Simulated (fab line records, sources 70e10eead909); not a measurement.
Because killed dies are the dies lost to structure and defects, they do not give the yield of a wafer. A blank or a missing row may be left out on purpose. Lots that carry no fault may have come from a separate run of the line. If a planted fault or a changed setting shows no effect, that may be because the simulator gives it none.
Matching of chambers || flow nand-harc || rie-diel-12 running NHARC_A_STAIRCASE_ETCH_230: 4 sister chambers
The step etches the open film in C4F8/O2, target depth 100 nm, time 40.5 s. 8 wafers are shown with their chamber, then 9 later ones without.

## WAFERS PAIRED WITH THEIR CHAMBERS
{"wafer": "L854.2", "chamber": 1, "rf-vpp-V (V)": 905, "oes-product-au (a.u.)": 0.981}
{"wafer": "L856.2", "chamber": 1, "rf-vpp-V (V)": 906, "oes-product-au (a.u.)": 0.985}
{"wafer": "L859.4", "chamber": 0, "rf-vpp-V (V)": 903, "oes-product-au (a.u.)": 0.938}
{"wafer": "L860.1", "chamber": 0, "rf-vpp-V (V)": 903, "oes-product-au (a.u.)": 0.965}
{"wafer": "L860.2", "chamber": 3, "rf-vpp-V (V)": 888, "oes-product-au (a.u.)": 0.995}
{"wafer": "L862.4", "chamber": 2, "rf-vpp-V (V)": 898, "oes-product-au (a.u.)": 0.969}
{"wafer": "L862.5", "chamber": 3, "rf-vpp-V (V)": 890, "oes-product-au (a.u.)": 0.963}
{"wafer": "L862.6", "chamber": 2, "rf-vpp-V (V)": 898, "oes-product-au (a.u.)": 0.981}

## WAFERS WITHOUT THEIR CHAMBER
{"wafer": "L866.1", "rf-vpp-V (V)": 902, "oes-product-au (a.u.)": 0.959}
{"wafer": "L866.3", "rf-vpp-V (V)": 898, "oes-product-au (a.u.)": 0.949}
{"wafer": "L866.6", "rf-vpp-V (V)": 898, "oes-product-au (a.u.)": 0.933}
{"wafer": "L868.1", "rf-vpp-V (V)": 903, "oes-product-au (a.u.)": 0.990}
{"wafer": "L868.3", "rf-vpp-V (V)": 897, "oes-product-au (a.u.)": 0.966}
{"wafer": "L868.4", "rf-vpp-V (V)": 904, "oes-product-au (a.u.)": 0.998}
{"wafer": "L870.2", "rf-vpp-V (V)": 902, "oes-product-au (a.u.)": 0.940}
{"wafer": "L870.6", "rf-vpp-V (V)": 889, "oes-product-au (a.u.)": 0.958}
{"wafer": "L873.5", "rf-vpp-V (V)": 889, "oes-product-au (a.u.)": 0.967}

## EACH ONE'S CHAMBER
{"wafer": "L866.1", "from the rows above": 0, "in truth": 0}
{"wafer": "L866.3", "from the rows above": 2, "in truth": 2}
{"wafer": "L866.6", "from the rows above": 2, "in truth": 2}
{"wafer": "L868.1", "from the rows above": "can't be placed: 0 or 1", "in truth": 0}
{"wafer": "L868.3", "from the rows above": 2, "in truth": 2}
{"wafer": "L868.4", "from the rows above": "can't be placed: 1 or 0", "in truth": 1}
{"wafer": "L870.2", "from the rows above": 0, "in truth": 0}
{"wafer": "L870.6", "from the rows above": 3, "in truth": 3}
{"wafer": "L873.5", "from the rows above": 3, "in truth": 3}
Placed correctly: 7 of 9. From these rows, 2 cannot be placed; in 2 the true chamber is one of the candidates. Placed wrongly: 0.
How it was worked out, from the rows above alone: a wafer's distance from a chamber is the root of the sum, over the readings, of the square of ((its reading less the chamber's mean) divided by the reading's scatter). The wafer belongs to the nearest chamber; if the next one is less than 2 further off, it can't be placed. The mean given for a chamber averages the wafers shown for that chamber. The scatter: the root of (the sum of the squares of (reading less its chamber's mean) over the shown wafers, divided by (wafers less chambers)).
